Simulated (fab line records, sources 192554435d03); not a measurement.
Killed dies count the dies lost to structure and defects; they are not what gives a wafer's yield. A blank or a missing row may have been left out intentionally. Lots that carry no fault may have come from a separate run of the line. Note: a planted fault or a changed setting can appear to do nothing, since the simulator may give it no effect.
Struck lot and sound lot, side by side + flow n5-finfet + 16 steps out of a route of 1938
Sound: these wafers, L413.2, L413.3, L413.4. Struck: wafer L416.3. (L416.1, L416.4 of the same lot were not struck and are left out.) The cause comes at the end.
For every step that has rows: the tool of each side, followed by ch and its chambers, followed by its first start. Under that, the readings that differ: sound wafers + struck wafers + difference of the means + sigmas: that difference in standard deviations of wafers without a fault.
alike: words and numbers the same on both sides, and readings whose means are apart by under 2 such deviations; not compared: readings that were withheld, readings missing a value for some wafer, numbers with overlapping values and no deviation given by the record, and bounds like >300 which may hide the same value.
The two part at a step that has a row with sigmas, a row that says differs or no value, or rows on one side only. Numbers that have no deviation but don't overlap get no sigmas and don't part them. Lack of a reading on every wafer of one side parts them only where that side has two or more wafers.

first, 8 steps without rows for these wafers: N5_BEOL_M14_COAT_58 (time 60 s, resist thk 89 nm); N5_BEOL_M14_COAT_04 (resist thk 800 nm); N5_BEOL_M14_EBR_06; N5_BEOL_M14_SOFTBAKE_05 (time 60 s); N5_BEOL_M14_EXPOSE_07 (exposes mask V13); N5_BEOL_M14_PEB_08 (peb time 90 s); N5_BEOL_M14_DEVELOP_09 (develop time 45 s); N5_BEOL_M14_HARDBAKE_14 (time 120 s).
N5_BEOL_M14_CD_MEAS_10: target cd 250 nm.
  sound on cd-sem-01 ch 0, day 17 00:29; struck on cd-sem-02 ch 0, day 17 16:04
  alike: cd-nm
N5_BEOL_M14_OVL_MEAS_11:
  sound on overlay-02 ch 0, day 17 00:31; struck on overlay-01 ch 0, day 17 16:05
  alike: V13_OVL
N5_BEOL_M14_INSPECT_12: inspects for defects (macro).
  struck on defect-inspect-01, day 17 16:07; sound on defect-inspect-01, day 17 00:35
  alike: raw-defect-count
N5_BEOL_M14_DESCUM_15: chemistry O2, time 7.9 s.
  sound on rie-diel-03 ch 0,1,3, day 17 00:53; struck on rie-diel-05 ch 3, day 17 16:11
| reading                | sound          | struck | difference | sigmas |
|------------------------|----------------|--------|------------|--------|
| oes-product-au (a.u.)  | 0.70 0.80 0.68 | 0.96   | +0.23      | +3     |
| rf-hours-counter-h (h) | 235 82 250     | 7      | -182       |        |
  alike: drypump-motor-current-A, rf-vpp-V, showerhead-plenum-p-Torr, throttle-valve-pct
N5_BEOL_M14_ETCH_59: etches BARC in N2/H2, target depth 89 nm, overetch 26.7 nm, time 67.9 s.
  sound on rie-diel-03 ch 0,1,3, day 17 00:55; struck on rie-diel-05 ch 3, day 17 16:13
| reading                                    | sound             | struck | difference | sigmas |
|--------------------------------------------|-------------------|--------|------------|--------|
| rf-hours-counter-h (h)                     | 235 83 250        | 7      | -182       |        |
| run-length-s (s)                           | 91.3 90.9 91.6    | 100.3  | +9.0       | +24    |
| model.coat_of_BEOL_M14_COAT_04.thk-nm (nm) | 719.2 719.4 723.4 | 705.6  | -15.1      |        |
  alike: drypump-motor-current-A, oes-product-au, rf-vpp-V, showerhead-plenum-p-Torr, throttle-valve-pct
N5_BEOL_M14_VIA_ETCH_16: etches SiO2 in C4F8/O2/Ar, target depth 1231.3 nm.
  sound on rie-diel-03 ch 0,1,3, day 17 00:58; struck on rie-diel-05 ch 3, day 17 16:16
| reading                                    | sound             | struck | difference | sigmas |
|--------------------------------------------|-------------------|--------|------------|--------|
| oes_o_777_au (a.u.)                        | 0.71 0.80 0.69    | 0.96   | +0.23      | +3     |
| oes-product-au (a.u.)                      | 0.64 0.73 0.62    | 0.87   | +0.21      | +3     |
| model.coat_of_BEOL_M14_COAT_04.thk-nm (nm) | 459.6 454.4 462.8 | 444.4  | -14.5      |        |
  alike: drypump-motor-current-A, mfc-ar-sccm, rf-vpp-V, showerhead-plenum-p-Torr, throttle-valve-pct
N5_BEOL_M14_STRIP_63: strips in O2.
  sound: rie-diel-03 ch 0,1,3; struck: rie-diel-05 ch 3
| reading                | sound          | struck | difference | sigmas |
|------------------------|----------------|--------|------------|--------|
| oes-product-au (a.u.)  | 0.69 0.80 0.67 | 0.96   | +0.24      | +3     |
| rf-hours-counter-h (h) | 235 83 250     | 7      | -182       |        |
  alike: drypump-motor-current-A, rf-vpp-V, showerhead-plenum-p-Torr, throttle-valve-pct
after that, 1 step had no rows for these wafers: N5_PASSIVATION_PROBE_49.

## WHERE THEY PART
First at N5_BEOL_M14_DESCUM_15; last, within this record, at N5_BEOL_M14_STRIP_63.

WHY: the cause the simulator had injected
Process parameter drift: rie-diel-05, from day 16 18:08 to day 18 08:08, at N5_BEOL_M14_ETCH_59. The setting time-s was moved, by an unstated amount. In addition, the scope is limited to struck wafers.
